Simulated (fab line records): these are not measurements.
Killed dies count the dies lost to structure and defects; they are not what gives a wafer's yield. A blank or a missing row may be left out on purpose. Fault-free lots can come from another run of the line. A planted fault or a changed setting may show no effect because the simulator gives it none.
Which tool did it?	flow n5Finfet	Sampling: 24 lots, 72 wafers, 4 of 1938 route steps

== WHAT THE GAUGES READ, wafer by wafer ==
N5_BEOL_M9_OCD_MEAS_38. Usual: 150 nm for trenchDepthNm, sd 3.2.
lot	measured	on	trenchDepthNm (nm)	flag
L074	day 10 12:16	ocd-01	157 151 147	
L075	day 10 18:10	ocd-02	149 152 152	
L076	day 10 21:46	ocd-02	146 145 155	
L078	day 10 23:39	ocd-01	152 144 144	
L077	day 11 03:43	ocd-02	153 150 152	
L081	day 11 09:02	ocd-02	149 152 152	
L080	day 11 16:21	ocd-02	142 153 144	
L079	day 11 18:46	ocd-02	152 152 149	
L083	day 11 18:48	ocd-02	147 151 154	
L082	day 11 22:36	ocd-02	154 153 151	
L084	day 12 16:05	ocd-02	144 149 148	
L085	day 12 18:16	ocd-02	151 150 152	
L086	day 13 06:51	ocd-02	151 151 144	
L088	day 13 09:51	ocd-02	152 148 151	
L089	day 14 01:35	ocd-01	151 153 151	
L092	day 14 02:01	ocd-01	148 151 147	
L087	day 14 02:26	ocd-01	153 146 154	
L090	day 14 13:14	ocd-01	153 150 153	
L091	day 14 13:25	ocd-01	148 152 152	
L094	day 14 13:40	ocd-01	152 144 150	
L093	day 14 15:14	ocd-01	151 150 151	
L095	day 15 22:20	ocd-01	150 153 152	
L097	day 16 03:50	ocd-01	150 152 150	
L096	day 16 23:10	ocd-02	157 157 152	

N5_BEOL_M10_OVL_MEAS_29. Usual: for V9_OVL the level is 0.1 nm and the standard deviation is 0.66.
lot	measured	on	V9_OVL (nm)	flag
L074	day 10 21:07	overlay-02	0.2 0.8 0.5	
L075	day 11 00:51	overlay-02	-0.1 0.3 -0.2	
L076	day 11 05:13	overlay-02	-0.2 -1.3 -0.5	
L078	day 11 06:34	overlay-01	1.2 0.6 0.5	
L077	day 11 11:51	overlay-01	-0.4 0.1 -0.7	
L081	day 11 18:16	overlay-02	-0.3 -0.5 -0.5	
L080	day 12 00:17	overlay-02	-0.2 -0.2 -0.3	
L079	day 12 00:28	overlay-02	0.0 0.2 0.2	
L083	day 12 00:38	overlay-01	0.8 0.3 0.3	
L082	day 12 06:47	overlay-01	-0.8 -0.3 -1.4	
L084	day 12 22:48	overlay-01	0.2 0.2 1.0	
L085	day 13 00:33	overlay-01	-0.7 -0.9 -0.8	
L086	day 13 13:44	overlay-02	-0.7 0.7 -0.5	
L088	day 13 17:06	overlay-01	0.9 0.7 0.6	
L089	day 14 07:11	overlay-02	0.7 1.1 1.3	
L092	day 14 13:15	overlay-01	0.1 -0.2 -0.4	
L087	day 14 13:07	overlay-01	0.5 0.1 0.5	
L090	day 14 20:12	overlay-02	0.3 0.2 0.3	
L091	day 14 19:39	overlay-02	1.0 0.8 0.1	
L094	day 14 20:26	overlay-01	-0.6 -1.3 -0.8	
L093	day 14 23:51	overlay-02	-0.6 0.2 0.7	
L095	day 16 05:52	overlay-01	1.3 0.8 -0.1	
L097	day 16 11:36	overlay-02	-0.6 0.4 -0.8	
L096	day 17 09:29	overlay-02	0.5 0.1 0.6	

N5_BEOL_M10_OCD_MEAS_38. Usual: 147 nm for trenchDepthNm, sd 3.7.
lot	measured	on	trenchDepthNm (nm)	flag
L074	day 10 21:40	ocd-01	148 149 148	
L075	day 11 01:24	ocd-02	144 148 148	
L076	day 11 05:50	ocd-02	147 147 148	
L078	day 11 07:16	ocd-02	148 144 148	
L077	day 11 12:26	ocd-02	142 147 151	
L081	day 11 18:49	ocd-02	145 149 149	
L080	day 12 00:50	ocd-02	144 141 142	
L079	day 12 01:18	ocd-02	155 151 153	
L083	day 12 01:32	ocd-02	142 146 150	
L082	day 12 07:20	ocd-02	147 142 149	
L084	day 12 23:21	ocd-01	148 148 150	
L085	day 13 01:06	ocd-02	142 142 153	
L086	day 13 14:17	ocd-02	144 146 144	
L088	day 13 17:39	ocd-02	145 155 155	
L089	day 14 07:57	ocd-01	148 147 148	
L092	day 14 13:48	ocd-01	154 144 144	
L087	day 14 13:40	ocd-01	147 143 147	
L090	day 14 20:46	ocd-02	144 148 150	
L091	day 14 20:13	ocd-02	149 145 149	
L094	day 14 20:59	ocd-02	141 141 147	
L093	day 15 00:25	ocd-01	152 141 152	
L095	day 16 06:25	ocd-01	145 152 143	
L097	day 16 12:25	ocd-02	154 153 152	
L096	day 17 10:03	ocd-02	148 142 147	

== EACH LOT AND THE TOOL THAT RAN IT (in order: tool; ch and the chambers of the sampled wafers; start) ==
lot	N5_BEOL_M10_ILD_DEP_00
L074	pecvd-03 ch 0,1,2, day 10 16:47
L075	pecvd-03 ch 0,2, day 10 20:28
L076	pecvd-01 ch 1,2, day 11 00:11
L078	pecvd-04 ch 0,2, day 11 02:59
L077	pecvd-04 ch 0,2, day 11 06:45
L081	pecvd-03 ch 0,2, day 11 13:32
L080	pecvd-01 ch 1,2, day 11 20:04
L079	pecvd-01 ch 0,1, day 11 21:19
L083	pecvd-04 ch 0,1,2, day 11 21:20
L082	pecvd-03 ch 0,1,2, day 12 01:46
L084	pecvd-01 ch 0,1,2, day 12 18:26
L085	pecvd-04 ch 0,1, day 12 21:30
L086	pecvd-03 ch 0,1,2, day 13 09:53
L088	pecvd-03 ch 1,2, day 13 14:23
L089	pecvd-04 ch 0,2, day 14 04:04
L092	pecvd-04 ch 0,2, day 14 04:38
L087	pecvd-03 ch 0,1,2, day 14 05:12
L090	pecvd-03 ch 0,1, day 14 16:01
L091	pecvd-01 ch 0,2, day 14 15:59
L094	pecvd-04 ch 1,2, day 14 16:50
L093	pecvd-01 ch 1,2, day 14 19:47
L095	pecvd-01 ch 0,1,2, day 16 02:01
L097	pecvd-03 ch 0,1,2, day 16 06:28
L096	pecvd-04 ch 0,1,2, day 17 03:04
- N5_BEOL_M10_ILD_DEP_00: deposits SiCOH lowk from DEMS/porogen, target thk 308.51 nm, time 58 s.

== WHAT THE TOOLS THEMSELVES READ (means of the sampled wafers that have a number; where no wafer has one, the mark that the record gives instead) ==
N5_BEOL_M10_ILD_DEP_00. Usual: heaterPowerW 344 W, standard deviation 60; showerheadPlenumPTorr 5.746 Torr, standard deviation 0.013; throttleValvePct 13.6 %, standard deviation 0.93.
lot	tool	heaterPowerW (W)	showerheadPlenumPTorr (Torr)	throttleValvePct (%)	flag
L074	pecvd-03	384	5.754	13.2	
L075	pecvd-03	346	5.752	12.4	
L076	pecvd-01	383	5.745	13.2	
L078	pecvd-04	308	5.757	14.2	
L077	pecvd-04	316	5.754	13.9	
L081	pecvd-03	382	5.750	12.9	
L080	pecvd-01	337	5.735	13.1	
L079	pecvd-01	299	5.741	13.9	
L083	pecvd-04	309	5.747	14.8	
L082	pecvd-03	379	5.747	13.1	
L084	pecvd-01	339	5.737	13.4	
L085	pecvd-04	317	5.754	14.8	
L086	pecvd-03	356	5.756	13.1	
L088	pecvd-03	352	5.753	13.3	
L089	pecvd-04	312	5.763	14.2	
L092	pecvd-04	310	5.752	14.2	
L087	pecvd-03	380	5.746	13.2	
L090	pecvd-03	436	5.758	13.5	
L091	pecvd-01	360	5.724	13.0	
L094	pecvd-04	324	5.749	15.0	
L093	pecvd-01	363	5.748	13.2	
L095	pecvd-01	365	5.733	13.3	
L097	pecvd-03	372	5.753	13.1	
L096	pecvd-04	329	5.745	14.7	

== THE ANSWER, worked out from the rows above alone ==
Rule: a lot is off if the mean of its wafers that have a number lies more than 3 standard deviations from the usual mean. Also off: a lot with no number at a reading for which 4 or more lots have one. Where the step has rows for the other lots, those lots are counted as sound. First the gauges in route order, then the tools' own readings, where a lot's mean is used as printed above. The first step at which some lot is off is used, and at that step the reading that is off furthest; a lot without a number counts as furthest.
No lot is off on any of the readings shown, so nothing can be concluded from this.

== WHAT THE SIMULATOR HAD PUT IN ==
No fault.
